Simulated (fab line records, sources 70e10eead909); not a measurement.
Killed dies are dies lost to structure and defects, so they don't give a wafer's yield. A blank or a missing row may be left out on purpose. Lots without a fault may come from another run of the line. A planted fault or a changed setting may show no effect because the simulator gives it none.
Which tool did it? | flow nand_harc | 6 lots, 18 wafers sampled, at 1 step of a route of 1159

WHAT THE GAUGES READ, wafer by wafer
NHARC_P_M0_INSPECT_27.
lot  | measured     | on                | raw_defect_count
L926 | day 6 03:51  | defect_inspect-01 | 179 129 341
L929 | day 7 02:31  | defect_inspect-02 | 197 166 161
L931 | day 7 23:30  | defect_inspect-01 | 248 227 139
L935 | day 8 17:16  | defect_inspect-02 | 276 304 405
L937 | day 9 02:43  | defect_inspect-01 | 392 443 306
L947 | day 11 08:01 | defect_inspect-02 | 328 202 267

WHICH TOOL RAN EACH LOT (tool, then ch and the chambers of the sampled wafers, then the start)
The record holds no process step before these readings.

THE ANSWER, worked out from the rows above alone
Rule: what is usual is taken from the lots themselves. Put in order of their means at a reading, lots are off if they are a third of the lots or fewer, leave a main group of 4 or more, and stand apart from it by a gap of 3 or more times the standard deviation of the main group's means; of several such gaps the widest counts. A main group whose means are all the same, to the digits that the tables above print for the reading, isn't used. A lot without any number at a reading at which 4 lots or more have one is off too. The other lots that the step has rows for count as sound.
No lot is off at any reading shown: from this, nothing can be told.

WHAT THE SIMULATOR HAD PUT IN
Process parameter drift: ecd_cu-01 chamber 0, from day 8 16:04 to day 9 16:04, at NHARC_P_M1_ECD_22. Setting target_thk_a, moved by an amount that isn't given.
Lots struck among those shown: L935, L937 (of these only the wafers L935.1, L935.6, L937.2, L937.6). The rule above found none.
